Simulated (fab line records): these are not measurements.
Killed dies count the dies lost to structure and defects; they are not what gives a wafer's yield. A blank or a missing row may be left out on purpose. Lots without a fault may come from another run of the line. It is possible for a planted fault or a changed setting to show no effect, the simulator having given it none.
Matching of chambers	flow n5Finfet	N5_BEOL_M11_STRIP_19 on rieDiel-02: 4 sister chambers
The step strips in O2. 4 wafers are shown with their chamber, then 7 later ones without.

## WAFERS WITH THEIR CHAMBER
wafer	chamber	showerheadPlenumPTorr (Torr)
L076.4	3	2.18
L083.6	1	2.13
L085.2	0	2.11
L085.4	2	2.23

## WAFERS WITH NO CHAMBER GIVEN
wafer	showerheadPlenumPTorr (Torr)
L085.6	2.13
L090.2	2.23
L090.3	2.13
L090.5	2.11
L095.1	2.17
L095.2	2.10
L095.3	2.12

## WHICH CHAMBER EACH WENT THROUGH
wafer	from the rows above	in truth
L085.6	1	1
L090.2	2	2
L090.3	1	1
L090.5	0	0
L095.1	3	3
L095.2	0	0
L095.3	can't be placed: 1 or 0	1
Placed correctly: 6 of 7. Unplaceable from these rows: 1, with the true chamber sitting among the candidates in 1. Wrongly placed: 0.
How it was worked out, from the rows above alone: a wafer's distance from a chamber is the root of the sum, over the readings, of the square of ((its reading less the chamber's mean) divided by the reading's scatter). If the next closest chamber is less than 2 further off than the closest, the wafer can't be placed; otherwise it belongs to the closest. A chamber's mean is the mean of its shown wafers. The scatter: with one shown wafer a chamber, the root of the mean of the squares of how far each hidden wafer lies from its nearest shown one.
